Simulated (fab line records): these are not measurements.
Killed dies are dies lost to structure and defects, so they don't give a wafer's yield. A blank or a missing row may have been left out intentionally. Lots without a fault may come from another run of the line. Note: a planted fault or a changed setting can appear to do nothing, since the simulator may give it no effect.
Struck lot and sound lot, side by side -- flow n5 finfet -- 40 steps out of a route of 1938
Sound: the wafers L591.1, L591.3, L591.6. Struck: wafer L592.1 (left out: L592.4, L592.5 of the same lot, which were not struck); the cause appears at the end.
Per side, at each step with rows, come the tool, then ch with its chambers, and then its first start. Under that, the readings that differ: sound wafers -- struck wafers -- difference of the means -- sigmas: that difference in standard deviations of wafers without a fault.
alike: a reading whose means differ by less than 2 such deviations, as well as words and numbers matching on both sides. not compared: withheld readings; readings where some wafer has no value; bounds like >300 that might hide an equal value; numbers whose values overlap and for which the record gives no deviation.
Wherever a step has rows on one side only, a row that says differs or no value, or a row with sigmas, the two part there. When numbers do not overlap yet have no deviation, they are printed without sigmas and do not part them. A reading missing from all wafers of one side parts the sides only when that side holds two or more wafers.

first, 9 steps without rows for these wafers: N5_MOL_CONTACT_COAG_PRE_CLEAN_142 (time 60 s); N5_MOL_CONTACT_COAG_SPUTTER_130 (material Co, target thk 47.5 nm); N5_MOL_CONTACT_COAG_PRECLEAN_125 (cleans in DIW, time 57.5 s); N5_MOL_CONTACT_COAG_SRD_126 (dry time 32 s); N5_MOL_CONTACT_COAG_CMP_23 (polishes, stops on SiO2, t overpolish 1.5 s, target thk 0 nm); N5_MOL_CONTACT_COAG_WET_ETCH_26 (target Co, target depth 13 nm); N5_MOL_CONTACT_COAG_WET_ETCH_116 (etches the open film in SC1-inhibited, target depth 4.6 nm, rinse time 30 s); N5_MOL_CONTACT_COAG_ALD_27 (deposits SiOC, target thk 17 nm, pulse time 1.5 s, time 2720 s); N5_MOL_CONTACT_COAG_CMP_28 (polishes, stops on SiNx, t overpolish 0.85 s, target thk 14.522 nm).
N5_MOL_CONTACT_COAG_ALD_123: deposits SiNx, target thk 5 nm, pulse time 1 s, purge time 2 s.
  sound on ald sin-01 ch 1,3, day 7 00:07; struck on ald sin-01 ch 3, day 7 06:29
  alike: heater power w, precursor pulse height rel
then, 10 steps without rows for these wafers: N5_MOL_CONTACT_COAG_PECVD_31 (deposits SiO2 from TEOS/O2, target thk 46 nm, time 8.9 s); N5_MOL_CONTACT_COAG_COAT_75 (time 60 s, resist thk 60 nm); N5_MOL_CONTACT_COAG_COAT_76 (time 60 s, resist thk 10 nm); N5_MOL_CONTACT_COAG_COAT_77 (time 60 s, resist thk 10 nm); N5_MOL_CONTACT_COAG_COAT_78 (resist thk 40 nm); N5_MOL_CONTACT_COAG_EBR_80; N5_MOL_CONTACT_COAG_SOFTBAKE_79 (time 60 s); N5_MOL_CONTACT_COAG_EXPOSE_81 (exposes mask VG, defocus 0 nm); N5_MOL_CONTACT_COAG_PEB_82 (peb time 60 s); N5_MOL_CONTACT_COAG_DEVELOP_83 (develop time 30 s).
N5_MOL_CONTACT_COAG_INSPECT_57: inspects for defects (brightfield).
  struck on defect inspect-01, day 7 07:25; sound on defect inspect-01, day 7 01:10
reading,sound,struck,difference,sigmas
raw defect count,231 193 195,585,+379,+8
then, 16 steps without rows for these wafers: N5_MOL_CONTACT_COAG_DESCUM_88 (chemistry O2, time 7 s); N5_MOL_CONTACT_COAG_ETCH_89 (etches underlayer in N2/H2, target depth 13 nm, time 10.4 s); N5_MOL_CONTACT_COAG_ETCH_90 (etches SiARC in CF4, target depth 13 nm, time 21.7 s); N5_MOL_CONTACT_COAG_ALD_131 (deposits SiO2, target thk 5 nm, pulse time 1 s, co reactant pulse time 1 s); N5_MOL_CONTACT_COAG_ETCHBACK_132 (etches SiO2 in CHF3, target depth 10 nm, time 6.7 s); N5_MOL_CONTACT_COAG_ETCH_91 (etches SOC in N2/H2, target depth 60 nm, overetch 21 nm, time 101.2 s); N5_MOL_CONTACT_COAG_STRIP_92 (strips in N2/H2); N5_MOL_CONTACT_COAG_STRIP_93 (strips in N2/H2); N5_MOL_CONTACT_COAG_ETCHBACK_135 (etches SiO2 in CHF3, target depth 25 nm, time 16.7 s); N5_MOL_CONTACT_COAG_STRIP_118 (strips in CHF3); N5_MOL_CONTACT_COAG_VIA_ETCH_46 (etches SiO2 in C4F6/O2, target depth 46 nm, overetch 9.2 nm, time 40 s); N5_MOL_CONTACT_COAG_STRIP_96 (strips in N2/H2); N5_MOL_CONTACT_COAG_ETCH_47 (etches SiNx in CH3F/O2, stops on W, target depth 27 nm); N5_MOL_CONTACT_COAG_STRIP_119 (strips in N2/H2, time 30 s); N5_MOL_CONTACT_COAG_PRECLEAN_144 (cleans in alkaline clean, time 60 s); N5_MOL_CONTACT_COAG_SRD_145 (time 30 s).
N5_MOL_CONTACT_COAG_INSPECT_42: inspects for defects (brightfield).
  struck on defect inspect-02, day 7 09:41; sound on defect inspect-02, day 7 03:38
reading,sound,struck,difference,sigmas
raw defect count,225 176 184,571,+376,+8
-- a jump in the record: the struck wafers' starts before and after are 3 days apart (it breaks off in module MOL_CONTACT_COAG and resumes in module BEOL_M4, where the first step shown is number 1111 of the route) --
N5_BEOL_M4_RC_MEAS_101:
  sound on prober-01 ch 0, day 10 13:50; struck on prober-02 ch 0, day 10 21:19
reading,sound,struck,difference,sigmas
ION_P (uA/um),471 460 471,445,-22,-3
VT_P (mV),-246 -252 -252,-259,-9,-3
  alike: DIBL_N, DIBL_P, IOFF_N, IOFF_P, ION_N, SS_N, SS_P, VT_N
-- the record jumps here: 4 days lie between the struck wafers' starts before and after (it left off in module BEOL_M4 and takes up again in module PASSIVATION, whose first step shown is number 1936 of the route) --
N5_PASSIVATION_PROBE_49:
  struck on prober-02, day 15 07:34; sound on prober-02, day 14 23:26
reading,sound,struck,difference,sigmas
defect limited yield (%),90.7 91.9 91.1,83.4,-7.8,-5
killed at contacts,18 19 15,117,+100,+14
killed dies,110 95 105,196,+93,+5
sort_bin_5_function (%),5.0 4.9 5.0,10.8,+5.8,+6
sort n pass,1070 1085 1075,984,-93,-5
sort yield pct (%),90.7 91.9 91.1,83.4,-7.8,-5
  alike: killed_at_M0_to_M3, killed_at_M4_up, killed at front end, killed at other, killed open, killed short, sort_bin_6_memory

WHERE THEY PART
At N5_MOL_CONTACT_COAG_INSPECT_57 first; at N5_PASSIVATION_PROBE_49 last (within this record only).

WHY: what the simulator had put in
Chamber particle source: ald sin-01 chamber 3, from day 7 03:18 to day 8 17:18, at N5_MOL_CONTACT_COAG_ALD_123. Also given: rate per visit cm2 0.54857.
